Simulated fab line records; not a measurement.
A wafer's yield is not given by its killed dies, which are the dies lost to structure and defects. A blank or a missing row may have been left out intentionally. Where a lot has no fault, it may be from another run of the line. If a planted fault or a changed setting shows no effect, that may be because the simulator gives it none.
fab line records -- flow n5-finfet
record: lots: 14, wafers: 42, last-day: 19
route steps=1938 shown WELL_APT@55 PMOS_HMC_CHANNEL_EPI@82 FIN_SAQP@96 BEOL_M4@1111
lots untouched by any fault: they come from a run of this same line in which no faults occurred
start-h: hours from the record's first day to the start of the lot's first wafer shown -- wait-h: hours from the lot's prior step to this one -- " repeats the value in the row above -- L1.1+2: a single row standing in for several wafers -- - no value, or no start was given -- * or withheld: withheld -- < > ~ a bound
route shown NAME@n: names a module that has steps shown in the file, with the first one's number in the route -- usual: the fault-free wafers' mean and standard deviation -- same: alike in all rows -- chamber/n: place in a boat -- sites: readings site by site -- _std_site: their standard deviation -- _edge_site: the outer-site mean with the inner-site mean subtracted -- radius-mm: how far each site lies from the wafer's centre -- mask NAME#n: copy n -- behind: tool/chamber where the wafer was last shaped -- hold: why the lot was held/for how many hours/how that ended -- device: whichever transistor did not switch (one of n, p or np) -- end of line: tests of these same wafers at the route's end -- where a step has no rows: the recipe by itself -- killed: the dies lost at the first sort to structure and to defects; this is not the yield of the wafer -- map: dies across one wafer; x = killed, . = not, _ = none there
set.NAME: setting as actually run; set.NAME@STEP: the setting as run at that earlier step -- model.NAME: the simulator's own value behind a step, which no gauge read
the route's steps for a sample of lots (tables are steps, rows are wafers)
services: when a tool's chamber went out of use (start-h, in hours from the record's first day, below 0 if earlier), for how many hours, and the reason
== steps ==
step: N5_WELL_APT_EPI_41
recipe: material: Si, target-thk-a: 500, temp-c: 650, precursor: SiH4/H2, pressure-torr: 20, time-s: 297.7
usual: throttle-valve-pct: 11.01/0.24
lot.wafer,tool,chamber,start-h,wait-h,throttle-valve-pct
L297.2,epi-rpcvd-02,0,16.25,0.1,11.25
L297.3,epi-rpcvd-02,0,16.25,0.1,10.99
L297.5,epi-rpcvd-02,0,16.25,0.1,11.20
L298.2,epi-rpcvd-01,0,22.29,0.1,10.60
L298.4,epi-rpcvd-01,0,22.29,0.1,10.90
L298.6,epi-rpcvd-01,0,22.29,0.1,10.85
L299.1,epi-rpcvd-02,0,28.11,0.0,11.01
L299.2,epi-rpcvd-02,0,28.11,0.0,11.31
L299.5,epi-rpcvd-02,0,28.11,0.0,11.14
L300.2,epi-rpcvd-04,0,34.41,0.2,10.86
L300.4,epi-rpcvd-04,0,34.41,0.2,11.18
L300.6,epi-rpcvd-04,0,34.41,0.2,11.00
L301.2,epi-rpcvd-01,0,41.27,0.1,10.90
L301.3,epi-rpcvd-01,0,41.27,0.1,10.78
L301.5,epi-rpcvd-01,0,41.27,0.1,10.89
L308.1,epi-rpcvd-02,0,82.29,0.0,11.28
L308.4,epi-rpcvd-02,0,82.29,0.0,11.09
L308.5,epi-rpcvd-02,0,82.29,0.0,11.29
L309.1,epi-rpcvd-01,0,88.28,0.0,11.03
L309.3,epi-rpcvd-01,0,88.28,0.0,10.94
L309.4,epi-rpcvd-01,0,88.28,0.0,10.79
L312.2,epi-rpcvd-01,0,106.80,0.1,10.84
L312.3,epi-rpcvd-01,0,106.80,0.1,10.87
L312.4,epi-rpcvd-01,0,106.80,0.1,10.84
L313.1,epi-rpcvd-02,0,111.91,0.0,10.99
L313.3,epi-rpcvd-02,0,111.91,0.0,11.50
L313.6,epi-rpcvd-02,0,111.91,0.0,11.34
L315.1,epi-rpcvd-04,0,124.76,0.0,10.83
L315.5,epi-rpcvd-04,0,124.76,0.0,10.99
L315.6,epi-rpcvd-04,0,124.76,0.0,10.66
L316.2,epi-rpcvd-02,0,131.04,0.1,11.03
L316.4,epi-rpcvd-02,0,131.04,0.1,11.36
L316.6,epi-rpcvd-02,0,131.04,0.1,11.20
L317.2,epi-rpcvd-01,0,137.47,0.1,10.95
L317.5,epi-rpcvd-01,0,137.47,0.1,10.69
L317.6,epi-rpcvd-01,0,137.47,0.1,10.72
L318.2,epi-rpcvd-02,0,142.82,0.1,11.13
L318.5,epi-rpcvd-02,0,142.82,0.1,10.84
L318.6,epi-rpcvd-02,0,142.82,0.1,11.26
L319.1,epi-rpcvd-02,0,148.54,0.0,11.38
L319.3,epi-rpcvd-02,0,148.54,0.0,11.24
L319.4,epi-rpcvd-02,0,148.54,0.0,11.63
step: N5_PMOS_HMC_CHANNEL_EPI_THK_MEAS_22
recipe: reads: SiGe30_of_PMOS_HMC_CHANNEL_EPI_EPI_20
usual: HMC_CMP_THK: 53.6/0.69
lot.wafer,tool,chamber,start-h,wait-h,HMC_CMP_THK[nm]
L297.2,film-metro-01,-,19.45,-,52.5
L297.3,film-metro-01,-,19.45,-,53.7
L297.5,film-metro-01,-,19.45,-,52.7
L298.2,film-metro-01,-,25.49,-,52.8
L298.4,film-metro-01,-,25.49,-,52.3
L298.6,film-metro-01,-,25.49,-,52.8
L299.1,film-metro-02,-,31.56,-,53.1
L299.2,film-metro-02,-,31.56,-,53.4
L299.5,film-metro-02,-,31.56,-,53.2
L300.2,film-metro-02,-,38.04,-,54.1
L300.4,film-metro-02,-,38.04,-,53.1
L300.6,film-metro-02,-,38.04,-,52.7
L301.2,film-metro-02,-,44.48,-,52.8
L301.3,film-metro-02,-,44.48,-,53.9
L301.5,film-metro-02,-,44.48,-,53.5
L308.1,film-metro-02,-,85.83,-,53.3
L308.4,film-metro-02,-,85.83,-,53.7
L308.5,film-metro-02,-,85.83,-,54.4
L309.1,film-metro-02,-,91.59,-,53.4
L309.3,film-metro-02,-,91.59,-,53.3
L309.4,film-metro-02,-,91.59,-,53.9
L312.2,film-metro-01,-,110.64,-,53.1
L312.3,film-metro-01,-,110.64,-,52.9
L312.4,film-metro-01,-,110.64,-,54.2
L313.1,film-metro-01,-,115.34,-,53.5
L313.3,film-metro-01,-,115.34,-,54.3
L313.6,film-metro-01,-,115.34,-,53.5
L315.1,film-metro-01,-,128.06,-,52.8
L315.5,film-metro-01,-,128.06,-,54.2
L315.6,film-metro-01,-,128.06,-,52.7
L316.2,film-metro-02,-,134.30,-,53.6
L316.4,film-metro-02,-,134.30,-,54.6
L316.6,film-metro-02,-,134.30,-,54.2
L317.2,film-metro-02,-,140.81,-,53.3
L317.5,film-metro-02,-,140.81,-,54.8
L317.6,film-metro-02,-,140.81,-,54.2
L318.2,film-metro-02,-,146.15,-,54.1
L318.5,film-metro-02,-,146.15,-,53.9
L318.6,film-metro-02,-,146.15,-,52.8
L319.1,film-metro-02,-,152.00,-,54.5
L319.3,film-metro-02,-,152.00,-,53.0
L319.4,film-metro-02,-,152.00,-,53.7
step: N5_FIN_SAQP_HM_DEP_03
recipe: material: SiNx, target-thk-a: 380, temp-c: 400, precursor: SiH4/NH3/N2, pressure-torr: 1.5, rf-w: 300, time-s: 33.6
usual: heater-power-outer-w: 465/79, heater-power-w: 780/110, showerhead-plenum-p-Torr: 5.15/0.072, throttle-valve-pct: 40.9/1.6
lot.wafer,tool,chamber,start-h,wait-h,heater-power-outer-w,heater-power-w,showerhead-plenum-p-Torr,since-wet-clean-h,throttle-valve-pct
L297.2,pecvd-04,1,20.81,0.2,355,596,5.06,1450,40.6
L297.3,pecvd-04,0,20.81,0.2,536,892,5.13,725,38.3
L297.5,pecvd-04,1,20.81,0.2,348,592,5.05,-,40.7
L298.2,pecvd-03,0,26.51,0.2,479,813,5.20,912,40.7
L298.4,pecvd-03,2,26.51,0.2,431,712,5.11,-,39.0
L298.6,pecvd-03,1,26.51,0.2,383,728,5.09,-,41.2
L299.1,pecvd-01,2,32.98,0.2,582,907,5.32,345,40.7
L299.2,pecvd-01,0,32.98,0.2,498,823,5.21,1099,41.6
L299.5,pecvd-01,1,32.98,0.2,408,704,5.15,-,44.0
L300.2,pecvd-01,1,39.16,0.2,401,705,5.14,1831,44.1
L300.4,pecvd-01,0,39.16,0.2,566,935,5.23,-,41.3
L300.6,pecvd-01,0,39.16,0.2,586,913,5.22,-,41.3
L301.2,pecvd-04,1,45.72,0.2,345,590,5.06,1475,40.6
L301.3,pecvd-04,1,45.72,0.2,338,576,5.05,-,40.7
L301.5,pecvd-04,0,45.72,0.2,579,925,5.12,-,38.6
L308.1,pecvd-01,1,87.21,0.2,397,700,5.15,1879,44.1
L308.4,pecvd-01,2,87.21,0.2,621,971,5.32,-,41.0
L308.5,pecvd-01,0,87.21,0.2,496,815,5.20,-,41.4
L309.1,pecvd-01,0,92.67,0.2,591,935,5.22,1159,41.5
L309.3,pecvd-01,1,92.67,0.2,337,632,5.15,1884,44.2
L309.4,pecvd-01,0,92.67,0.2,583,931,5.21,-,41.3
L312.2,pecvd-04,0,111.72,0.2,570,954,5.13,816,39.2
L312.3,pecvd-04,2,111.72,0.2,398,671,5.05,62,38.0
L312.4,pecvd-04,1,111.72,0.2,318,555,5.05,-,40.5
L313.1,pecvd-03,2,116.41,0.2,510,821,5.10,238,39.4
L313.3,pecvd-03,0,116.41,0.2,481,807,5.20,1002,41.1
L313.6,pecvd-03,2,116.41,0.2,522,820,5.12,-,39.1
L315.1,pecvd-03,2,129.08,0.2,452,727,5.10,250,39.1
L315.5,pecvd-03,2,129.08,0.2,442,734,5.11,-,39.0
L315.6,pecvd-03,0,129.08,0.2,457,779,5.19,-,41.2
L316.2,pecvd-03,0,135.66,0.2,492,820,5.20,1021,41.1
L316.4,pecvd-03,2,135.66,0.2,483,794,5.11,-,39.2
L316.6,pecvd-03,1,135.66,0.2,477,832,5.08,-,40.9
L317.2,pecvd-03,0,141.92,0.2,490,809,5.19,1027,41.2
L317.5,pecvd-03,1,141.92,0.2,433,792,5.10,-,41.0
L317.6,pecvd-03,0,141.92,0.2,499,832,5.20,-,41.1
L318.2,pecvd-03,1,147.31,0.2,369,703,5.11,1757,41.2
L318.5,pecvd-03,1,147.31,0.2,370,704,5.07,-,40.9
L318.6,pecvd-03,0,147.31,0.2,505,833,5.22,-,41.3
L319.1,pecvd-04,0,153.02,0.2,543,933,5.15,857,39.5
L319.3,pecvd-04,2,153.02,0.2,436,731,5.06,103,38.1
L319.4,pecvd-04,0,153.02,0.2,552,902,5.14,-,39.2
step: N5_FIN_SAQP_THK_MEAS_05
usual: thk-nm: 37.9/0.55
lot.wafer,tool,chamber,start-h,wait-h,thk-nm
L297.2,film-metro-01,-,20.89,0.1,37.6
L297.3,film-metro-01,-,20.89,0.1,37.1
L297.5,film-metro-01,-,20.89,0.1,38.1
L298.2,film-metro-01,-,26.60,0.1,37.8
L298.4,film-metro-01,-,26.60,0.1,37.4
L298.6,film-metro-01,-,26.60,0.1,38.1
L299.1,film-metro-01,-,33.07,0.1,37.3
L299.2,film-metro-01,-,33.07,0.1,37.5
L299.5,film-metro-01,-,33.07,0.1,38.3
L300.2,film-metro-01,-,39.28,0.1,37.3
L300.4,film-metro-01,-,39.28,0.1,38.5
L300.6,film-metro-01,-,39.28,0.1,38.6
L301.2,film-metro-02,-,45.83,0.1,37.7
L301.3,film-metro-02,-,45.83,0.1,38.0
L301.5,film-metro-02,-,45.83,0.1,38.8
L308.1,film-metro-02,-,87.30,0.1,36.8
L308.4,film-metro-02,-,87.30,0.1,20.6
L308.5,film-metro-02,-,87.30,0.1,21.0
L309.1,film-metro-02,-,92.76,0.1,37.6
L309.3,film-metro-02,-,92.76,0.1,37.3
L309.4,film-metro-02,-,92.76,0.1,20.6
L312.2,film-metro-01,-,111.82,0.1,38.0
L312.3,film-metro-01,-,111.82,0.1,38.1
L312.4,film-metro-01,-,111.82,0.1,38.1
L313.1,film-metro-02,-,116.50,0.1,37.5
L313.3,film-metro-02,-,116.50,0.1,37.7
L313.6,film-metro-02,-,116.50,0.1,38.4
L315.1,film-metro-01,-,129.17,0.1,37.4
L315.5,film-metro-01,-,129.17,0.1,38.2
L315.6,film-metro-01,-,129.17,0.1,38.7
L316.2,film-metro-01,-,135.75,0.1,37.8
L316.4,film-metro-01,-,135.75,0.1,38.2
L316.6,film-metro-01,-,135.75,0.1,38.4
L317.2,film-metro-01,-,142.00,0.1,38.8
L317.5,film-metro-01,-,142.00,0.1,39.2
L317.6,film-metro-01,-,142.00,0.1,38.6
L318.2,film-metro-01,-,147.39,0.1,38.0
L318.5,film-metro-01,-,147.39,0.1,38.6
L318.6,film-metro-01,-,147.39,0.1,39.1
L319.1,film-metro-02,-,153.11,0.1,37.9
L319.3,film-metro-02,-,153.11,0.1,37.8
L319.4,film-metro-02,-,153.11,0.1,38.1
step: N5_FIN_SAQP_PECVD_48
recipe: material: SiNx, target-thk-a: 250, temp-c: 400, precursor: SiH4/NH3/N2, pressure-torr: 1.5, rf-w: 300, time-s: 22.1
usual: heater-power-outer-w: 466/91, heater-power-w: 780/130, showerhead-plenum-p-Torr: 5.14/0.076, throttle-valve-pct: 40.6/1.7
lot.wafer,tool,chamber,start-h,wait-h,heater-power-outer-w,heater-power-w,showerhead-plenum-p-Torr,since-wet-clean-h,throttle-valve-pct
L297.2,pecvd-04,0,21.02,0.0,506,868,5.14,725,38.5
L297.3,pecvd-04,2,21.02,0.0,427,695,5.07,2175,39.0
L297.5,pecvd-04,1,21.02,0.0,362,610,5.05,-,40.7
L298.2,pecvd-01,0,26.67,0.0,576,926,5.21,1093,41.4
L298.4,pecvd-01,1,26.67,0.0,408,746,5.14,-,44.0
L298.6,pecvd-01,2,26.67,0.0,699,1061,5.31,-,40.4
L299.1,pecvd-04,0,33.17,0.0,547,931,5.12,737,38.7
L299.2,pecvd-04,1,33.17,0.0,333,572,5.06,1462,40.5
L299.5,pecvd-04,1,33.17,0.0,337,575,5.04,-,40.7
L300.2,pecvd-04,0,39.38,0.0,448,789,5.14,743,38.6
L300.4,pecvd-04,0,39.38,0.0,459,811,5.14,-,38.6
L300.6,pecvd-04,1,39.38,0.0,361,603,5.06,-,40.8
L301.2,pecvd-01,1,45.93,0.0,417,728,5.15,1837,43.9
L301.3,pecvd-01,0,45.93,0.0,520,824,5.22,-,41.5
L301.5,pecvd-01,1,45.93,0.0,420,716,5.14,-,44.2
L308.1,pecvd-03,2,87.38,0.0,470,751,5.10,209,39.1
L308.4,pecvd-03,0,87.38,0.0,502,830,5.21,-,41.1
L308.5,pecvd-03,1,87.38,0.0,430,795,5.08,-,41.2
L309.1,pecvd-04,1,92.84,0.0,300,540,5.06,1522,40.4
L309.3,pecvd-04,2,92.84,0.0,368,628,5.06,43,37.8
L309.4,pecvd-04,2,92.84,0.0,375,633,5.04,-,37.7
L312.2,pecvd-01,2,111.90,0.0,664,1045,5.31,424,41.0
L312.3,pecvd-01,1,111.90,0.0,320,601,5.13,1903,44.0
L312.4,pecvd-01,0,111.90,0.0,558,901,5.22,-,41.6
L313.1,pecvd-04,0,116.58,0.0,543,919,5.14,820,39.1
L313.3,pecvd-04,1,116.58,0.0,362,610,5.05,1545,40.6
L313.6,pecvd-04,0,116.58,0.0,530,926,5.14,-,38.9
L315.1,pecvd-01,0,129.24,0.0,551,892,5.22,1196,41.5
L315.5,pecvd-01,0,129.24,0.0,566,893,5.22,-,41.2
L315.6,pecvd-01,1,129.24,0.0,402,689,5.14,-,44.0
L316.2,pecvd-04,0,135.83,0.0,447,758,5.13,840,39.1
L316.4,pecvd-04,1,135.83,0.0,301,538,5.07,-,40.6
L316.6,pecvd-04,2,135.83,0.0,362,626,5.05,-,38.3
L317.2,pecvd-04,1,142.08,0.0,376,629,5.06,1571,40.6
L317.5,pecvd-04,2,142.08,0.0,440,725,5.07,-,38.0
L317.6,pecvd-04,1,142.08,0.0,378,627,5.07,-,40.6
L318.2,pecvd-01,0,147.47,0.0,593,939,5.24,1214,41.6
L318.5,pecvd-01,2,147.47,0.0,591,936,5.32,-,41.3
L318.6,pecvd-01,0,147.47,0.0,590,943,5.23,-,41.2
L319.1,pecvd-03,1,153.19,0.0,475,870,5.08,1763,41.3
L319.3,pecvd-03,2,153.19,0.0,494,784,5.10,275,39.1
L319.4,pecvd-03,0,153.19,0.0,438,747,5.20,-,41.2
step: N5_FIN_SAQP_HM_OPEN_33
recipe: chemistry: CH3F/O2, target: SiNx, mask-material: SiO2, target-depth-a: 494, time-s: 70.6, pressure-mtorr: 30, source-w: 395, bias-w: 73, Ar_flow_sccm: 150, CH3F_flow_sccm: 30, O2_flow_sccm: 20, ion-energy-ev: 120, ends: cleared
usual: chamber-pressure-mTorr: 29.998/0.027, drypump-motor-current-A: 5.9/0.48, etch-rf-on-time-s: 69.0/1.3, oes-product-au: 0.67/0.068, rf-vpp-V: 299/3.5, showerhead-plenum-p-Torr: 2.03/0.078, throttle-valve-pct: 16.37/0.21
lot.wafer,tool,chamber,start-h,wait-h,chamber-pressure-mTorr,drypump-motor-current-A,etch-rf-on-time-s,oes-product-au,rf-hours-counter-h,rf-vpp-V,showerhead-plenum-p-Torr,throttle-valve-pct
L297.2,rie-diel-05,3,25.49,0.0,29.990,6.4,67.4,0.67,128,300,2.09,16.43
L297.3,rie-diel-05,0,25.49,0.0,30.003,5.7,65.8,0.70,66,301,2.11,16.33
L297.5,rie-diel-05,2,25.49,0.0,29.951,5.9,69.3,0.64,-,301,2.08,16.08
L298.2,rie-diel-03,1,31.45,0.0,30.009,6.7,70.2,0.67,127,301,2.09,15.97
L298.4,rie-diel-03,0,31.45,0.0,29.954,6.4,68.7,0.62,211,303,2.06,16.37
L298.6,rie-diel-03,2,31.45,0.0,30.004,5.8,71.1,0.59,-,293,1.89,16.80
L299.1,rie-diel-02,1,39.85,0.1,29.972,5.0,68.7,0.58,245,296,1.97,16.55
L299.2,rie-diel-02,0,39.85,0.1,29.988,6.2,68.4,0.66,132,305,2.10,16.32
L299.5,rie-diel-02,2,39.85,0.1,29.999,6.1,69.7,0.62,-,297,1.91,16.65
L300.2,rie-diel-05,3,44.76,0.1,30.040,6.4,67.0,0.66,138,301,2.09,16.45
L300.4,rie-diel-05,2,44.76,0.1,29.933,5.9,70.7,0.63,-,300,2.07,16.10
L300.6,rie-diel-05,0,44.76,0.1,30.020,5.7,69.4,0.69,-,302,2.11,16.35
L301.2,rie-diel-05,3,51.34,0.2,29.988,6.3,68.0,0.65,142,301,2.09,16.46
L301.3,rie-diel-05,0,51.34,0.2,29.969,5.7,68.8,0.69,80,299,2.11,16.37
L301.5,rie-diel-05,2,51.34,0.2,29.968,5.9,71.4,0.63,-,300,2.07,16.12
L308.1,rie-diel-05,3,96.34,0.0,29.970,6.4,65.9,0.64,160,300,2.08,16.49
L308.4,rie-diel-05,2,96.34,0.0,29.968,5.9,37.3,0.62,199,300,2.07,16.15
L308.5,rie-diel-05,0,96.34,0.0,29.972,5.7,37.2,0.67,-,300,2.10,16.39
L309.1,rie-diel-03,1,98.92,0.2,29.947,6.7,69.1,0.65,145,300,2.08,16.02
L309.3,rie-diel-03,3,98.92,0.2,29.991,6.1,67.8,0.67,125,292,2.01,16.34
L309.4,rie-diel-03,1,98.92,0.2,29.973,6.7,37.8,0.64,-,301,2.08,16.02
L312.2,rie-diel-05,1,118.35,0.0,30.030,4.9,68.4,0.79,27,298,1.96,16.10
L312.3,rie-diel-05,0,118.35,0.0,30.000,5.7,68.2,0.66,108,300,2.10,16.42
L312.4,rie-diel-05,2,118.35,0.0,29.986,5.9,69.5,0.61,206,298,2.06,16.16
L313.1,rie-diel-02,3,121.23,0.1,30.034,5.8,67.9,0.72,75,304,2.11,16.43
L313.3,rie-diel-02,0,121.23,0.1,30.015,6.2,69.0,0.63,163,303,2.09,16.38
L313.6,rie-diel-02,2,121.23,0.1,30.061,6.0,69.7,0.60,-,297,1.90,16.69
L315.1,rie-diel-02,3,133.89,0.0,30.022,5.8,67.1,0.73,79,302,2.11,16.44
L315.5,rie-diel-02,2,133.89,0.0,29.965,6.1,68.4,0.61,-,296,1.89,16.71
L315.6,rie-diel-02,1,133.89,0.0,30.018,5.0,70.3,0.77,-,296,1.96,16.14
L316.2,rie-diel-03,3,140.87,0.0,30.002,6.1,68.2,0.66,139,294,2.00,16.36
L316.4,rie-diel-03,3,140.87,0.0,29.959,6.1,68.3,0.67,-,293,2.00,16.37
L316.6,rie-diel-03,1,140.87,0.0,30.035,6.7,71.5,0.64,-,301,2.08,16.03
L317.2,rie-diel-02,0,146.50,0.2,30.014,6.2,71.3,0.62,171,304,2.09,16.40
L317.5,rie-diel-02,1,146.50,0.2,30.012,5.0,72.7,0.77,-,294,1.96,16.14
L317.6,rie-diel-02,0,146.50,0.2,30.023,6.2,70.5,0.63,-,305,2.09,16.38
L318.2,rie-diel-02,3,152.38,0.1,29.953,5.8,68.3,0.72,85,302,2.11,16.46
L318.5,rie-diel-02,3,152.38,0.1,29.983,5.8,69.6,0.72,-,303,2.11,16.44
L318.6,rie-diel-02,2,152.38,0.1,30.029,6.0,71.0,0.60,-,296,1.89,16.71
L319.1,rie-diel-02,1,158.35,0.0,29.984,5.0,69.2,0.76,29,294,1.95,16.14
L319.3,rie-diel-02,0,158.35,0.0,29.997,6.2,68.9,0.63,175,304,2.08,16.40
L319.4,rie-diel-02,2,158.35,0.0,30.038,6.0,69.2,0.60,242,296,1.89,16.73
step: N5_BEOL_M4_RC_MEAS_101
usual: DIBL_N: 36.4/1.4, DIBL_P: 36.4/1.5, IOFF_N: 0.156/0.022, IOFF_P: 0.210/0.023, ION_N: 675/9.1, ION_P: 463/5.7, SS_N: 71.6/0.45, SS_P: 73.3/0.56, VT_N: 250/3.1, VT_P: -250.3/2.3
lot.wafer,tool,chamber,start-h,wait-h,DIBL_N[mV/V],DIBL_P[mV/V],IOFF_N[nA/um],IOFF_P[nA/um],ION_N[uA/um],ION_P[uA/um],SS_N[mV/dec],SS_P[mV/dec],VT_N[mV],VT_P[mV]
L297.2,prober-01,0,198.47,0.2,35.5,32.1,0.117,0.181,667,459,71.3,73.0,259,-252.0
L297.3,prober-01,0,198.47,0.2,38.7,36.9,0.175,0.263,674,463,72.3,73.6,249,-247.5
L297.5,prober-01,0,198.47,0.2,37.8,35.6,0.158,0.238,680,465,72.1,74.2,251,-249.4
L298.2,prober-01,0,202.31,0.2,36.4,38.4,0.172,0.220,680,464,71.4,73.1,248,-247.6
L298.4,prober-01,0,202.31,0.2,34.4,36.0,0.147,0.183,676,466,71.8,73.3,251,-254.1
L298.6,prober-01,0,202.31,0.2,35.7,37.3,0.159,0.201,680,463,71.4,73.2,252,-251.3
L300.2,prober-01,0,204.34,0.2,36.2,35.6,0.170,0.205,681,461,72.0,73.3,244,-249.8
L300.4,prober-01,0,204.34,0.2,36.3,34.6,0.162,0.180,673,455,71.7,73.7,249,-252.2
L300.6,prober-01,0,204.34,0.2,35.1,34.0,0.144,0.169,677,454,71.5,73.6,250,-253.3
L301.2,prober-01,0,221.91,0.2,34.3,35.6,0.126,0.196,674,469,70.8,72.6,250,-251.6
L301.3,prober-01,0,221.91,0.2,34.1,34.4,0.120,0.192,677,472,71.4,72.4,254,-249.2
L301.5,prober-01,0,221.91,0.2,35.5,36.1,0.141,0.218,673,472,71.5,73.1,248,-245.6
L299.1,prober-02,0,222.00,0.0,34.5,34.8,0.139,0.180,663,453,71.0,72.3,252,-248.9
L299.2,prober-02,0,222.00,0.0,35.7,36.9,0.163,0.217,672,459,71.0,73.5,248,-248.0
L299.5,prober-02,0,222.00,0.0,35.5,37.1,0.166,0.213,678,462,71.6,73.3,248,-248.4
L309.1,prober-01,0,257.31,0.0,35.0,35.1,0.130,0.182,666,459,71.2,72.8,252,-256.3
L309.3,prober-01,0,257.31,0.0,36.0,36.3,0.140,0.199,671,462,71.7,74.3,253,-251.6
L309.4,prober-01,0,257.31,0.0,37.2,38.1,0.166,0.227,673,464,71.8,74.6,250,-250.6
L308.1,prober-02,0,264.69,0.0,34.5,34.7,0.114,0.184,654,456,71.6,72.0,259,-250.2
L308.4,prober-02,0,264.69,0.0,38.1,39.4,0.183,0.257,672,463,72.9,74.0,250,-246.1
L308.5,prober-02,0,264.69,0.0,38.7,40.1,0.199,0.274,683,473,72.5,73.3,249,-246.3
L312.2,prober-01,0,280.29,0.2,36.2,33.8,0.155,0.191,677,456,71.6,72.4,248,-249.8
L312.3,prober-01,0,280.29,0.2,37.6,36.6,0.175,0.228,684,468,71.5,73.7,249,-247.9
L312.4,prober-01,0,280.29,0.2,37.3,36.0,0.173,0.223,687,465,71.4,73.1,248,-247.1
L313.1,prober-01,0,289.62,0.0,37.7,38.4,0.171,0.213,681,467,71.7,73.4,250,-251.3
L313.3,prober-01,0,289.62,0.0,37.9,38.2,0.176,0.225,681,465,72.3,73.7,249,-249.6
L313.6,prober-01,0,289.62,0.0,38.8,40.0,0.190,0.240,691,463,71.6,73.7,249,-248.2
L315.1,prober-02,0,306.09,0.0,39.0,37.6,0.191,0.251,683,470,72.0,73.5,250,-247.7
L315.5,prober-02,0,306.09,0.0,37.2,35.8,0.156,0.227,678,469,71.0,73.2,251,-247.3
L315.6,prober-02,0,306.09,0.0,37.0,35.3,0.150,0.210,674,462,71.3,73.4,253,-249.9
L316.2,prober-02,0,311.12,0.2,34.7,36.0,0.134,0.192,678,465,71.1,72.3,252,-251.0
L316.4,prober-02,0,311.12,0.2,34.6,35.4,0.130,0.187,661,459,71.7,72.1,251,-251.1
L316.6,prober-02,0,311.12,0.2,33.9,34.7,0.116,0.168,665,456,71.0,72.4,254,-252.2
L317.2,prober-02,0,315.48,0.2,35.8,35.7,0.152,0.211,673,468,71.3,73.6,252,-248.7
L317.5,prober-02,0,315.48,0.2,34.8,34.3,0.131,0.188,672,465,71.2,73.3,251,-250.2
L317.6,prober-02,0,315.48,0.2,35.5,35.9,0.142,0.224,673,467,71.6,73.2,252,-248.7
L318.2,prober-01,0,317.64,0.2,37.2,37.8,0.178,0.224,680,465,71.8,73.4,246,-249.6
L318.5,prober-01,0,317.64,0.2,38.5,37.8,0.199,0.230,683,464,72.1,73.7,247,-250.2
L318.6,prober-01,0,317.64,0.2,36.9,36.5,0.160,0.202,681,466,71.9,73.5,248,-252.1
L319.1,prober-02,0,327.70,0.0,37.2,38.6,0.187,0.259,685,477,72.3,73.5,246,-249.3
L319.3,prober-02,0,327.70,0.0,36.8,37.0,0.166,0.228,671,465,72.1,74.1,248,-249.0
L319.4,prober-02,0,327.70,0.0,35.9,35.9,0.152,0.212,675,467,71.6,73.8,249,-250.1
== services ==
tool,chamber,start-h,hours,kind
pecvd-01,1,-6.77,6.8,repair
pecvd-03,-,2.32,0.2,repair
pecvd-01,-,16.94,6.0,pm
pecvd-03,-,20.03,5.5,pm
pecvd-04,2,21.15,-,clean
pecvd-04,2,21.15,-,consumable-replace:showerhead
pecvd-04,2,21.15,29.0,scheduled-down
pecvd-04,2,21.15,29.0,vent-cycle
rie-diel-03,0,22.63,6.3,repair
pecvd-04,-,26.44,1.1,repair
rie-diel-03,-,31.94,14.6,pm
pecvd-03,2,33.51,5.5,scheduled-down
pecvd-01,2,36.73,17.1,repair
rie-diel-03,1,48.64,15.8,repair
epi-rpcvd-04,-,95.07,0.8,repair
pecvd-03,1,96.80,2.1,scheduled-down
pecvd-03,-,98.90,2.8,pm
rie-diel-03,-,99.11,2.8,pm
pecvd-01,2,100.32,2.1,scheduled-down
epi-rpcvd-04,-,112.94,0.9,repair
rie-diel-02,3,127.94,2.0,repair
pecvd-04,1,131.32,2.1,scheduled-down
epi-rpcvd-01,-,140.81,6.0,pm
pecvd-03,-,154.73,0.5,repair
== key ==
first-sign: step: N5_FIN_SAQP_THK_MEAS_05, reading: thk-nm, direction: down, sigmas: 31, usual: *, struck: *
effect: step: N5_FIN_SAQP_HM_OPEN_33, reading: etch-rf-on-time-s, direction: down, sigmas: 24, usual: *, struck: *
met-at N5_FIN_SAQP_HM_DEP_03
struck-lots L308,L309
struck-wafers L308.4,L308.5,L309.4
sort-left-out L308.4,L308.5,L309.4
not-acting-at N5_WELL_APT_EPI_41,N5_PMOS_HMC_CHANNEL_EPI_THK_MEAS_22,N5_FIN_SAQP_PECVD_48
onset-between 39.16 87.21
fault: kind: process-parameter-drift, tool: pecvd-01, chamber: -, onset-h: 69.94, steps: N5_FIN_SAQP_HM_DEP_03, channel: time-s, offset: *, shape: step, end-h: 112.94, scope: struck-wafers-only, acts-in: *, stated: *
sort-left-out: the simulated sort isn't trusted on such a fault, so these wafers' sort isn't shown, and their yield isn't known
